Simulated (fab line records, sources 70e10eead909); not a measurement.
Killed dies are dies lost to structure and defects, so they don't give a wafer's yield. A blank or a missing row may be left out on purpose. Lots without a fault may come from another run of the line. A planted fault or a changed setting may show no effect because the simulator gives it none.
Which tool did it? | flow nand_harc | 10 lots, 30 wafers sampled, at 7 steps of a route of 1302

WHAT THE GAUGES READ, wafer by wafer
NHARC_A_CHANNEL_HOLE_D2_INSPECT_12. Usual: raw_defect_count 29, standard deviation 23.
lot  | measured     | on                | raw_defect_count | flag
L465 | day 14 01:55 | defect_inspect-02 | 7 5 6            |
L470 | day 15 23:32 | defect_inspect-02 | 50 60 66         |
L473 | day 17 07:01 | defect_inspect-01 | 13 9 11          |
L474 | day 17 13:34 | defect_inspect-01 | 15 23 13         |
L478 | day 18 23:09 | defect_inspect-01 | 66 59 58         |
L477 | day 18 23:53 | defect_inspect-01 | 11 10 17         |
L479 | day 19 18:18 | defect_inspect-02 | 14 18 13         |
L481 | day 20 15:56 | defect_inspect-01 | 24 14 18         |
L483 | day 21 20:16 | defect_inspect-02 | 6 7 5            |
L486 | day 22 16:23 | defect_inspect-01 | 5 2 3            |

NHARC_A_CHANNEL_HOLE_D2_CD_MEAS_31. Usual: cd_nm 90.1 nm, standard deviation 1.4.
lot  | measured     | on        | cd_nm (nm)     | flag
L465 | day 14 08:41 | cd_sem-03 | 89.3 89.0 90.4 |
L470 | day 16 06:20 | cd_sem-03 | 91.2 89.7 89.3 |
L473 | day 17 19:41 | cd_sem-03 | 0.1 2.9 -0.1   | OFF
L474 | day 17 20:59 | cd_sem-03 | 0.2 0.9 -0.4   | OFF
L478 | day 19 05:55 | cd_sem-01 | 90.4 90.8 91.1 |
L477 | day 19 09:09 | cd_sem-02 | 90.4 89.9 88.9 |
L479 | day 20 01:06 | cd_sem-02 | 88.0 89.4 89.9 |
L481 | day 21 03:34 | cd_sem-03 | 89.3 89.5 87.2 |
L483 | day 22 03:02 | cd_sem-03 | 88.3 88.0 89.1 |
L486 | day 22 23:10 | cd_sem-02 | 90.4 90.5 89.7 |

NHARC_END_SORT_01. Usual: killed_at_array 58, standard deviation 20; killed_at_other 1.0, standard deviation 1.2; killed_at_periphery 4.1, standard deviation 3; killed_dies 63, standard deviation 20; killed_open 3.2, standard deviation 1.7; killed_short 2.5, standard deviation 1.5.
lot  | measured     | on        | killed_at_array | killed_at_other | killed_at_periphery | killed_dies | killed_open | killed_short | flag
L473 | day 28 10:50 | prober-01 | 669 664 669     | 2 3 1           | 6 10 7              | 677 677 677 | 3 5 6       | 4 1 3        | OFF
L474 | day 28 21:06 | prober-01 | 670 668 671     | 0 0 2           | 7 9 4               | 677 677 677 | 1 3 0       | 2 2 2        | OFF
L478 | day 30 04:41 | prober-02 | 64 73 64        | 0 0 0           | 5 6 6               | 69 79 70    | 3 4 3       | 3 2 2        |
L479 | day 30 22:38 | prober-02 | 55 46 39        | 1 4 0           | 1 1 6               | 57 51 45    | 4 2 2       | 2 1 2        |
L483 | day 33 00:26 | prober-02 | 75 82 78        | 4 1 3           | 8 6 6               | 87 89 87    | 1 4 2       | 3 2 0        |

WHICH TOOL RAN EACH LOT (tool, then ch and the chambers of the sampled wafers, then the start)
lot  | NHARC_A_CHANNEL_HOLE_D2_ETCH_23  | NHARC_A_CHANNEL_HOLE_D2_ETCH_24  | NHARC_A_CHANNEL_HOLE_D2_ETCH_27  | NHARC_A_CHANNEL_HOLE_D2_XSEM_32
L465 | har_etch-01 ch 0,1, day 14 04:36 | har_etch-01 ch 0,1, day 14 05:17 | har_etch-01 ch 0,1, day 14 07:09 | xsem-01 ch 0, day 14 08:46
L470 | har_etch-01 ch 0,1, day 16 02:14 | har_etch-01 ch 0,1, day 16 02:56 | har_etch-01 ch 0,1, day 16 04:47 | xsem-02 ch 0, day 16 06:25
L473 | har_etch-02 ch 0,1, day 17 15:38 | har_etch-02 ch 0,1, day 17 16:19 | har_etch-02 ch 0,1, day 17 18:09 | xsem-01 ch 0, day 17 19:47
L474 | har_etch-01 ch 0,1, day 17 16:59 | har_etch-01 ch 0,1, day 17 17:43 | har_etch-01 ch 0,1, day 17 19:21 | xsem-02 ch 0, day 17 21:05
L478 | har_etch-01 ch 0,1, day 19 01:49 | har_etch-01 ch 0,1, day 19 02:31 | har_etch-01 ch 0,1, day 19 04:22 | xsem-01 ch 0, day 19 05:59
L477 | har_etch-02 ch 0,1, day 19 05:04 | har_etch-02 ch 0,1, day 19 05:46 | har_etch-02 ch 0,1, day 19 07:36 | xsem-02 ch 0, day 19 09:14
L479 | har_etch-01 ch 0,1, day 19 20:59 | har_etch-01 ch 0,1, day 19 21:41 | har_etch-01 ch 0,1, day 19 23:31 | xsem-02 ch 0, day 20 01:11
L481 | har_etch-02 ch 0,1, day 20 23:27 | har_etch-02 ch 0,1, day 21 00:10 | har_etch-02 ch 0,1, day 21 01:54 | xsem-02 ch 0, day 21 03:39
L483 | har_etch-01 ch 0,1, day 21 22:58 | har_etch-01 ch 0,1, day 21 23:40 | har_etch-01 ch 0,1, day 22 01:29 | xsem-01 ch 0, day 22 03:07
L486 | har_etch-02 ch 0,1, day 22 19:18 | har_etch-02 ch 0,1, day 22 20:01 | har_etch-02 ch 0,1, day 22 21:40 | xsem-01 ch 0, day 22 23:14
- NHARC_A_CHANNEL_HOLE_D2_ETCH_23: etches the open film in C4F8/O2/Ar, time 819 s, target depth 1600 nm.
- NHARC_A_CHANNEL_HOLE_D2_ETCH_24: etches the open film in C4F8/O2/Ar, time 906.2 s, target depth 1500 nm.
- NHARC_A_CHANNEL_HOLE_D2_ETCH_27: etches the open film in C4F8/O2/Ar, time 90 s, target depth 400 nm.
- NHARC_A_CHANNEL_HOLE_D2_XSEM_32

WHAT THE TOOLS THEMSELVES READ (means of the sampled wafers that have a number; where no wafer has one, the mark that the record gives instead)
NHARC_A_CHANNEL_HOLE_D2_ETCH_23. Usual: c4f8_flow_sccm 89.38 sccm, standard deviation 0.27; chamber_pressure_mTorr 20.000 mTorr, standard deviation 0.016; drypump_motor_current_A 6.2 A, standard deviation 0.36; showerhead_plenum_p_Torr 3.69 Torr, standard deviation 0.11; throttle_valve_pct 32.156 %, standard deviation 0.0089.
lot  | tool        | c4f8_flow_sccm (sccm) | chamber_pressure_mTorr (mTorr) | drypump_motor_current_A (A) | showerhead_plenum_p_Torr (Torr) | throttle_valve_pct (%) | flag
L465 | har_etch-01 | 89.35                 | 20.021                         | 6.1                         | 3.69                            | 32.149                 |
L470 | har_etch-01 | 89.50                 | 19.990                         | 6.1                         | 3.68                            | 32.150                 |
L473 | har_etch-02 | -                     | -                              | -                           | -                               | -                      | OFF
L474 | har_etch-01 | -                     | -                              | -                           | -                               | -                      | OFF
L478 | har_etch-01 | 89.60                 | 20.006                         | 6.1                         | 3.65                            | 32.161                 |
L477 | har_etch-02 | 89.28                 | 19.987                         | 6.5                         | 3.77                            | 32.153                 |
L479 | har_etch-01 | 89.47                 | 19.987                         | 6.1                         | 3.65                            | 32.153                 |
L481 | har_etch-02 | 89.62                 | 20.016                         | 6.1                         | 3.83                            | 32.151                 |
L483 | har_etch-01 | 89.57                 | 20.000                         | 6.1                         | 3.63                            | 32.152                 |
L486 | har_etch-02 | 89.43                 | 19.994                         | 6.5                         | 3.74                            | 32.154                 |

NHARC_A_CHANNEL_HOLE_D2_ETCH_24. Usual: c4f8_flow_sccm 93.83 sccm, standard deviation 0.25; chamber_pressure_mTorr 19.998 mTorr, standard deviation 0.017; drypump_motor_current_A 6.2 A, standard deviation 0.36; showerhead_plenum_p_Torr 3.69 Torr, standard deviation 0.11; throttle_valve_pct 32.235 %, standard deviation 0.0087.
lot  | tool        | c4f8_flow_sccm (sccm) | chamber_pressure_mTorr (mTorr) | drypump_motor_current_A (A) | showerhead_plenum_p_Torr (Torr) | throttle_valve_pct (%) | flag
L465 | har_etch-01 | 93.85                 | 19.983                         | 6.1                         | 3.69                            | 32.239                 |
L470 | har_etch-01 | 93.65                 | 20.004                         | 6.1                         | 3.67                            | 32.235                 |
L473 | har_etch-02 | 93.81                 | 19.988                         | 6.1                         | 3.85                            | 32.241                 |
L474 | har_etch-01 | 94.09                 | 20.002                         | 6.1                         | 3.66                            | 32.231                 |
L478 | har_etch-01 | 93.45                 | 20.003                         | 6.1                         | 3.65                            | 32.233                 |
L477 | har_etch-02 | 93.81                 | 19.984                         | 6.5                         | 3.76                            | 32.230                 |
L479 | har_etch-01 | 93.59                 | 19.999                         | 6.1                         | 3.64                            | 32.229                 |
L481 | har_etch-02 | 94.14                 | 19.993                         | 6.1                         | 3.83                            | 32.236                 |
L483 | har_etch-01 | 93.53                 | 19.984                         | 6.1                         | 3.63                            | 32.243                 |
L486 | har_etch-02 | 93.81                 | 20.002                         | 6.5                         | 3.73                            | 32.235                 |

NHARC_A_CHANNEL_HOLE_D2_ETCH_27. Usual: bias_v 400 V, standard deviation 3.9; c4f8_flow_sccm 41.71 sccm, standard deviation 0.11; chamber_pressure_mTorr 25.000 mTorr, standard deviation 0.021; drypump_motor_current_A 6.2 A, standard deviation 0.36; rf_fwd_power_W 1985 W, standard deviation 6.9; showerhead_plenum_p_Torr 3.73 Torr, standard deviation 0.11; throttle_valve_pct 27.620 %, standard deviation 0.0084.
lot  | tool        | bias_v (V) | c4f8_flow_sccm (sccm) | chamber_pressure_mTorr (mTorr) | drypump_motor_current_A (A) | rf_fwd_power_W (W) | showerhead_plenum_p_Torr (Torr) | throttle_valve_pct (%) | flag
L465 | har_etch-01 | 400        | 41.79                 | 25.022                         | 6.1                         | 1978               | 3.73                            | 27.618                 |
L470 | har_etch-01 | 398        | 41.69                 | 25.011                         | 6.1                         | 1971               | 3.72                            | 27.618                 |
L473 | har_etch-02 | 405        | 41.81                 | 25.016                         | 6.1                         | 1989               | 3.90                            | 27.625                 |
L474 | har_etch-01 | 399        | 41.73                 | 24.985                         | 6.1                         | 1982               | 3.70                            | 27.632                 |
L478 | har_etch-01 | 399        | 41.70                 | 25.011                         | 6.1                         | 1983               | 3.69                            | 27.624                 |
L477 | har_etch-02 | 399        | 41.70                 | 25.001                         | 6.5                         | 1990               | 3.81                            | 27.623                 |
L479 | har_etch-01 | 396        | 41.63                 | 25.003                         | 6.1                         | 1988               | 3.68                            | 27.614                 |
L481 | har_etch-02 | 403        | 41.70                 | 24.987                         | 6.1                         | 1982               | 3.87                            | 27.622                 |
L483 | har_etch-01 | 394        | 41.56                 | 24.983                         | 6.1                         | 1989               | 3.67                            | 27.612                 |
L486 | har_etch-02 | 401        | 41.68                 | 25.018                         | 6.5                         | 1988               | 3.78                            | 27.613                 |

NHARC_A_CHANNEL_HOLE_D2_XSEM_32. Usual: bot_cd_nm 74.7 nm, standard deviation 1.5; bow_nm 8.58 nm, standard deviation 0.27; tilt_deg 0.08 degrees, standard deviation 0.033.
lot  | tool    | bot_cd_nm (nm) | bow_nm (nm) | tilt_deg (degrees) | flag
L465 | xsem-01 | 73.8           | 8.36        | 0.14               |
L470 | xsem-02 | 75.1           | 9.20        | 0.07               |
L473 | xsem-01 | 0.6            | 0.38        | 0.06               | OFF
L474 | xsem-02 | 0.5            | 0.53        | 0.08               | OFF
L478 | xsem-01 | 75.1           | 8.59        | 0.11               |
L477 | xsem-02 | 74.3           | 8.35        | 0.13               |
L479 | xsem-02 | 74.0           | 8.68        | 0.10               |
L481 | xsem-02 | 73.1           | 8.10        | 0.04               |
L483 | xsem-01 | 73.5           | 8.70        | 0.07               |
L486 | xsem-01 | 74.8           | 8.61        | 0.09               |

THE ANSWER, worked out from the rows above alone
Rule: a lot is off if the mean of its wafers that have a number lies more than 3 standard deviations from the usual mean. A lot without any number at a reading at which 4 lots or more have one is off too. The other lots that the step has rows for count as sound. The gauges are gone through in route order, then the tools' own readings, and for those a lot's mean is taken as printed above. The first step at which some lot is off is used, and at that step the reading that is off furthest; a lot without a number counts as furthest.
Off: L473, L474, at NHARC_A_CHANNEL_HOLE_D2_CD_MEAS_31 (cd_nm).
A tool fits if, at a process step before that reading, it ran every lot that is off, and no sound lot after the first of them. The gauges at NHARC_A_CHANNEL_HOLE_D2_CD_MEAS_31 aren't tried: what is off there is off at NHARC_END_SORT_01 too, on other tools, and a gauge's error can't cause that. None of those tried fits.

WHAT THE SIMULATOR HAD PUT IN
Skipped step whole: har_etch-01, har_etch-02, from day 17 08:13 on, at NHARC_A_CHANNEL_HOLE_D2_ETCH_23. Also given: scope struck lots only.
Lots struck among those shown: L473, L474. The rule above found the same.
